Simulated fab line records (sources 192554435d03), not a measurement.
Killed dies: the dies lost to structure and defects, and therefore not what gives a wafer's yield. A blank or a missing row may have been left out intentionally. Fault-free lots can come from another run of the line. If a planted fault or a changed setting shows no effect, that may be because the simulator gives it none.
Matching of chambers ; flow n5-finfet ; N5_ILD0_ALD_15 on ald-sin-03: 4 sister chambers
The step deposits SiNx, target thk 24 nm, pulse time 1 s, ald cycles 480. 8 wafers are shown with their chamber, then 10 later ones without.

## WAFERS, EACH WITH ITS CHAMBER
wafer;chamber;heater-power-w (W);susceptor-temp-C (C)
L079.4;2;857;399.81
L081.3;2;854;399.89
L081.4;1;834;400.25
L083.4;1;840;399.97
L084.1;3;879;399.87
L084.6;0;974;399.95
L087.1;3;896;400.35
L087.2;0;989;400.15

## WAFERS MISSING THEIR CHAMBER
wafer;heater-power-w (W);susceptor-temp-C (C)
L087.5;908;399.97
L089.2;825;400.08
L089.3;829;400.51
L089.6;907;399.61
L091.1;834;400.27
L091.2;903;400.09
L091.6;891;400.19
L097.2;968;399.68
L097.3;830;400.14
L097.6;797;400.15

## CHAMBER TAKEN BY EACH
wafer;from the rows above;in truth
L087.5;3;3
L089.2;1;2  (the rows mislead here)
L089.3;1;1
L089.6;3;3
L091.1;1;1
L091.2;3;3
L091.6;3;3
L097.2;0;0
L097.3;1;1
L097.6;1;1
Correctly placed: 9 of 10. Number that these rows cannot place: 0. 1 placed wrongly.
How it was worked out, from the rows above alone: a wafer's distance from a chamber is the root of the sum, over the readings, of the square of ((its reading less the chamber's mean) divided by the reading's scatter). The wafer belongs to the nearest chamber; if the next one is less than 2 further off, it can't be placed. A chamber's mean is the mean of its shown wafers. The scatter: take each reading less its chamber's mean, square it, sum over the shown wafers, divide by the number of wafers less the number of chambers, and take the root.
